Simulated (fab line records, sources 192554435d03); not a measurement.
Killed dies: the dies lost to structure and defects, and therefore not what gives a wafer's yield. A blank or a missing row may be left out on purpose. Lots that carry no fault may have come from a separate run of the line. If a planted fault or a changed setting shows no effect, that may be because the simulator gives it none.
Which tool did it?    flow n5 finfet    24 lots, 72 wafers sampled, at 5 steps of a route of 1938

== WHAT EACH GAUGE READ, for each wafer ==
N5_FIN_SAQP_CD_MEAS_27: the cd target is 20 nm. Usual: 20.31 nm for cd nm, sd 0.26.
lot   measured     on         cd nm (nm)         flag
L074  day 2 00:57  cd sem-03  19.87 20.21 20.19  
L075  day 2 08:00  cd sem-02  20.15 20.54 20.14  
L076  day 2 14:29  cd sem-02  20.17 20.14 20.14  
L077  day 2 18:35  cd sem-03  20.56 20.03 20.12  
L078  day 2 23:53  cd sem-03  20.35 20.77 20.80  
L079  day 3 06:41  cd sem-03  20.92 20.36 20.45  
L080  day 3 13:55  cd sem-01  20.13 19.85 20.04  
L081  day 3 20:01  cd sem-02  20.21 20.23 19.83  
L082  day 3 23:38  cd sem-03  20.26 20.24 20.11  
L083  day 4 06:25  cd sem-02  20.23 20.92 20.20  
L084  day 4 11:53  cd sem-02  20.19 19.95 20.79  
L085  day 4 19:02  cd sem-02  20.49 20.29 20.50  
L086  day 5 01:37  cd sem-03  20.05 20.58 19.67  
L087  day 5 09:11  cd sem-02  19.92 20.38 20.08  
L088  day 5 13:14  cd sem-02  19.75 20.19 20.43  
L089  day 5 19:16  cd sem-01  20.04 20.28 20.69  
L090  day 6 00:58  cd sem-03  20.73 20.03 20.40  
L091  day 6 06:49  cd sem-02  20.08 20.56 20.31  
L092  day 6 12:40  cd sem-02  20.37 20.24 20.86  
L093  day 6 18:56  cd sem-03  20.43 20.60 20.54  
L094  day 6 23:59  cd sem-03  20.43 20.37 20.17  
L095  day 7 05:40  cd sem-03  20.40 20.08 20.51  
L096  day 7 12:01  cd sem-01  20.47 20.36 19.97  
L097  day 7 17:35  cd sem-02  20.74 19.97 20.39  

N5_FIN_SAQP_CD_MEAS_31: the cd target is 8 nm. Usual: 8.07 nm for cd nm, sd 0.23.
lot   measured     on         cd nm (nm)      flag
L074  day 2 02:48  cd sem-01  8.16 7.83 7.56  
L075  day 2 09:41  cd sem-02  8.19 7.87 8.18  
L076  day 2 16:03  cd sem-03  8.05 7.85 8.37  
L077  day 2 20:45  cd sem-03  7.91 7.95 8.31  
L078  day 3 02:38  cd sem-02  8.31 7.94 7.82  
L079  day 3 09:05  cd sem-03  8.02 7.94 8.34  
L080  day 3 15:27  cd sem-03  8.33 7.85 8.20  
L081  day 3 21:42  cd sem-02  8.01 7.97 7.99  
L082  day 4 01:19  cd sem-01  8.33 8.06 8.15  
L083  day 4 08:19  cd sem-02  8.28 8.02 8.04  
L084  day 4 13:39  cd sem-02  8.40 8.13 7.56  
L085  day 4 22:07  cd sem-02  7.71 7.72 7.89  
L086  day 5 06:03  cd sem-03  8.34 8.09 8.00  
L087  day 5 10:45  cd sem-01  8.46 7.72 7.84  
L088  day 5 14:58  cd sem-02  8.42 7.78 7.97  
L089  day 5 21:00  cd sem-03  8.20 7.98 8.16  
L090  day 6 02:36  cd sem-03  8.12 7.94 7.96  
L091  day 6 08:22  cd sem-01  8.55 7.51 8.50  
L092  day 6 14:13  cd sem-02  7.84 8.26 7.60  
L093  day 6 20:29  cd sem-03  7.77 7.98 8.30  
L094  day 7 01:53  cd sem-01  8.25 7.72 8.16  
L095  day 7 07:23  cd sem-02  7.81 8.28 8.32  
L096  day 7 13:47  cd sem-03  8.19 8.29 8.36  
L097  day 7 19:10  cd sem-03  8.06 8.04 8.19  

== WHICH TOOL RAN EACH LOT (tool, then ch and the chambers of the sampled wafers, then the start) ==
lot   N5_FIN_SAQP_PECVD_06            N5_FIN_SAQP_DESCUM_21              N5_FIN_SAQP_RECESS_71
L074  pecvd-02 ch 1,2, day 1 21:49    rie diel-04 ch 0,1, day 1 22:42    vapor etch-01 ch 0,1, day 2 02:05
L075  pecvd-02 ch 0,1, day 2 03:55    rie diel-05 ch 1,2, day 2 04:36    vapor etch-01 ch 0,1, day 2 08:53
L076  pecvd-02 ch 0,1,2, day 2 10:50  rie diel-05 ch 0,2,3, day 2 11:42  vapor etch-01 ch 0,1, day 2 15:22
L077  pecvd-04 ch 0,2, day 2 15:22    rie diel-03 ch 0,1,3, day 2 16:04  vapor etch-01 ch 0,1, day 2 20:05
L078  pecvd-01 ch 0,1, day 2 21:10    rie diel-05 ch 1,2, day 2 21:50    vapor etch-01 ch 0,1, day 3 00:47
L079  pecvd-04 ch 0,1, day 3 03:05    rie diel-03 ch 2,3, day 3 03:45    vapor etch-01 ch 0,1, day 3 07:59
L080  pecvd-01 ch 0,1, day 3 09:04    rie diel-05 ch 1,2,3, day 3 10:20  vapor etch-02 ch 0,1, day 3 14:47
L081  pecvd-04 ch 0,2, day 3 17:14    rie diel-05 ch 0,2,3, day 3 18:01  vapor etch-01 ch 1, day 3 21:02
L082  pecvd-01 ch 1,2, day 3 20:52    rie diel-04 ch 0,3, day 3 21:34    vapor etch-01 ch 0, day 4 00:32
L083  pecvd-04 ch 0,2, day 4 03:40    rie diel-03 ch 1,2, day 4 04:20    vapor etch-02 ch 0,1, day 4 07:28
L084  pecvd-04 ch 0,1,2, day 4 09:08  rie diel-05 ch 2,3, day 4 09:48    vapor etch-02 ch 0,1, day 4 12:59
L085  pecvd-02 ch 0,1, day 4 15:57    rie diel-03 ch 0,1,3, day 4 16:29  vapor etch-02 ch 0,1, day 4 19:55
L086  pecvd-02 ch 0,1,2, day 4 22:10  rie diel-04 ch 1,2, day 4 22:43    vapor etch-02 ch 0,1, day 5 02:40
L087  pecvd-04 ch 1,2, day 5 06:00    rie diel-04 ch 1,2, day 5 06:40    vapor etch-02 ch 0,1, day 5 10:05
L088  pecvd-04 ch 0,1,2, day 5 10:23  rie diel-05 ch 0,2, day 5 11:05    vapor etch-02 ch 0,1, day 5 14:10
L089  pecvd-02 ch 0,1, day 5 16:19    rie diel-04 ch 0,1,3, day 5 17:04  vapor etch-02 ch 0,1, day 5 20:20
L090  pecvd-02 ch 0,2, day 5 22:01    rie diel-03 ch 0,1, day 5 22:41    vapor etch-02 ch 0,1, day 6 01:56
L091  pecvd-04 ch 0,1,2, day 6 03:20  rie diel-04 ch 1,2,3, day 6 04:14  vapor etch-02 ch 0,1, day 6 07:43
L092  pecvd-04 ch 0,1, day 6 09:40    rie diel-05 ch 0,1,3, day 6 10:18  vapor etch-02 ch 0,1, day 6 13:33
L093  pecvd-04 ch 1,2, day 6 15:03    rie diel-03 ch 1,2,3, day 6 15:44  vapor etch-02 ch 0,1, day 6 19:49
L094  pecvd-01 ch 0,1,2, day 6 20:59  rie diel-03 ch 0,2,3, day 6 21:42  vapor etch-01 ch 0,1, day 7 01:08
L095  pecvd-04 ch 1,2, day 7 02:59    rie diel-04 ch 0,1, day 7 03:40    vapor etch-01 ch 0,1, day 7 06:32
L096  pecvd-04 ch 1,2, day 7 09:20    rie diel-03 ch 0,3, day 7 10:01    vapor etch-01 ch 0,1, day 7 13:07
L097  pecvd-04 ch 0,2, day 7 14:44    rie diel-05 ch 0,3, day 7 15:25    vapor etch-02 ch 0,1, day 7 18:29
- N5_FIN_SAQP_PECVD_06: deposits a-Si from SiH4/He, target thk 60 nm, time 48.1 s.
- N5_FIN_SAQP_DESCUM_21: chemistry O2, time 7.9 s.
- N5_FIN_SAQP_RECESS_71: chemistry HF/NH3, target SiO2, target depth 3 nm, afs cycles 1, sublimation time 60 s.

== WHAT THE TOOLS THEMSELVES READ (means of the sampled wafers that have a number; where no wafer has one, the mark that the record gives instead) ==
N5_FIN_SAQP_PECVD_06. Usual: chamber pressure Torr 3.000 Torr, standard deviation 0.0067; heater power w 798 W, standard deviation 74; showerhead plenum p Torr 5.66 Torr, standard deviation 0.036; throttle valve pct 18.5 %, standard deviation 1.
lot   tool      chamber pressure Torr (Torr)  heater power w (W)  showerhead plenum p Torr (Torr)  throttle valve pct (%)  flag
L074  pecvd-02  2.999                         782                 5.69                             19.0                    
L075  pecvd-02  3.007                         797                 5.68                             19.2                    
L076  pecvd-02  3.005                         754                 5.67                             18.8                    
L077  pecvd-04  3.000                         862                 5.66                             17.9                    
L078  pecvd-01  3.000                         838                 5.66                             17.9                    
L079  pecvd-04  3.000                         832                 5.65                             19.4                    
L080  pecvd-01  2.994                         783                 5.65                             17.9                    
L081  pecvd-04  2.997                         845                 5.65                             18.3                    
L082  pecvd-01  3.002                         759                 5.63                             17.2                    
L083  pecvd-04  3.002                         859                 5.66                             18.5                    
L084  pecvd-04  3.000                         814                 5.65                             18.7                    
L085  pecvd-02  3.002                         841                 5.67                             19.0                    
L086  pecvd-02  2.998                         775                 5.68                             18.7                    
L087  pecvd-04  2.999                         766                 5.66                             18.1                    
L088  pecvd-04  2.999                         818                 5.66                             18.6                    
L089  pecvd-02  2.999                         874                 5.67                             19.2                    
L090  pecvd-02  3.006                         722                 5.68                             18.1                    
L091  pecvd-04  3.001                         797                 5.65                             18.6                    
L092  pecvd-04  3.001                         811                 5.65                             19.2                    
L093  pecvd-04  2.994                         798                 5.68                             19.0                    
L094  pecvd-01  2.996                         822                 5.64                             17.7                    
L095  pecvd-04  2.998                         824                 5.67                             18.8                    
L096  pecvd-04  3.001                         797                 5.67                             18.1                    
L097  pecvd-04  3.000                         872                 5.67                             17.8                    

N5_FIN_SAQP_DESCUM_21. Usual: drypump motor current A 5.8 A, standard deviation 0.44; oes product au 0.79 a.u., standard deviation 0.099; rf vpp V 243.0 V, standard deviation 1.3; showerhead plenum p Torr 2.09 Torr, standard deviation 0.062; temp c 39.99 C, standard deviation 0.12; throttle valve pct 20.4 %, standard deviation 0.31.
lot   tool         drypump motor current A (A)  oes product au (a.u.)  rf vpp V (V)  showerhead plenum p Torr (Torr)  temp c (C)  throttle valve pct (%)  flag
L074  rie diel-04  5.9                          0.70                   242.4         2.04                             40.00       20.8                    
L075  rie diel-05  5.4                          0.80                   241.7         2.05                             40.00       20.2                    
L076  rie diel-05  5.5                          0.85                   243.7         2.11                             40.00       20.1                    
L077  rie diel-03  5.7                          0.73                   243.7         2.08                             40.02       20.6                    
L078  rie diel-05  5.6                          0.74                   242.2         2.06                             40.00       20.5                    
L079  rie diel-03  6.4                          0.82                   241.9         2.07                             39.99       20.4                    
L080  rie diel-05  5.5                          0.76                   243.4         2.09                             40.07       20.4                    
L081  rie diel-05  5.4                          0.83                   242.8         2.11                             40.03       20.1                    
L082  rie diel-04  5.8                          0.72                   243.7         2.13                             39.92       20.8                    
L083  rie diel-03  6.1                          0.86                   243.1         2.07                             40.01       20.3                    
L084  rie diel-05  5.5                          0.76                   244.0         2.13                             39.98       20.3                    
L085  rie diel-03  5.7                          0.80                   243.3         2.08                             39.97       20.4                    
L086  rie diel-04  6.1                          0.79                   242.5         2.09                             40.01       20.5                    
L087  rie diel-04  6.1                          0.77                   242.7         2.09                             39.89       20.5                    
L088  rie diel-05  5.4                          0.86                   242.9         2.08                             40.01       19.8                    
L089  rie diel-04  6.0                          0.78                   243.1         2.15                             39.99       20.7                    
L090  rie diel-03  5.3                          0.79                   242.8         2.07                             39.91       20.4                    
L091  rie diel-04  6.1                          0.77                   242.9         2.13                             39.97       20.6                    
L092  rie diel-05  5.6                          0.85                   243.0         2.11                             39.94       20.2                    
L093  rie diel-03  6.0                          0.77                   242.7         2.07                             40.04       20.4                    
L094  rie diel-03  6.2                          0.83                   242.6         2.05                             40.10       20.3                    
L095  rie diel-04  6.2                          0.92                   244.2         2.18                             39.98       20.6                    
L096  rie diel-03  6.0                          0.83                   242.4         2.05                             39.93       20.4                    
L097  rie diel-05  5.5                          0.82                   244.1         2.12                             39.98       20.0                    

N5_FIN_SAQP_RECESS_71. Usual: drypump motor current A 5.96 A, standard deviation 0.17; temp c 30.00 C, standard deviation 0.12.
lot   tool           drypump motor current A (A)  temp c (C)  flag
L074  vapor etch-01  5.83                         30.03       
L075  vapor etch-01  5.78                         29.99       
L076  vapor etch-01  5.79                         30.03       
L077  vapor etch-01  5.79                         30.00       
L078  vapor etch-01  5.87                         30.06       
L079  vapor etch-01  5.87                         29.84       
L080  vapor etch-02  6.11                         29.95       
L081  vapor etch-01  5.97                         30.02       
L082  vapor etch-01  5.72                         29.99       
L083  vapor etch-02  6.04                         30.01       
L084  vapor etch-02  6.05                         29.98       
L085  vapor etch-02  6.14                         29.97       
L086  vapor etch-02  6.13                         29.97       
L087  vapor etch-02  6.06                         30.06       
L088  vapor etch-02  6.04                         30.04       
L089  vapor etch-02  6.04                         29.97       
L090  vapor etch-02  6.06                         30.03       
L091  vapor etch-02  6.03                         30.09       
L092  vapor etch-02  6.06                         30.11       
L093  vapor etch-02  6.12                         30.04       
L094  vapor etch-01  5.79                         29.98       
L095  vapor etch-01  5.79                         29.96       
L096  vapor etch-01  5.86                         30.03       
L097  vapor etch-02  6.10                         30.07       

== THE ANSWER, worked out from the rows above alone ==
Rule: lot off if the mean of its wafers having a number is beyond 3 standard deviations from the usual mean. Also off: a lot with no number at a reading for which 4 or more lots have one. Where the step has rows for the other lots, those lots are counted as sound. First the gauges in route order, then the tools' own readings, where a lot's mean is used as printed above. At the first step where some lot is off, the reading lying furthest off is the one used; lots without a number count as furthest.
Nothing can be told from this: no lot is off at any reading shown.

== WHAT THE SIMULATOR PUT IN ==
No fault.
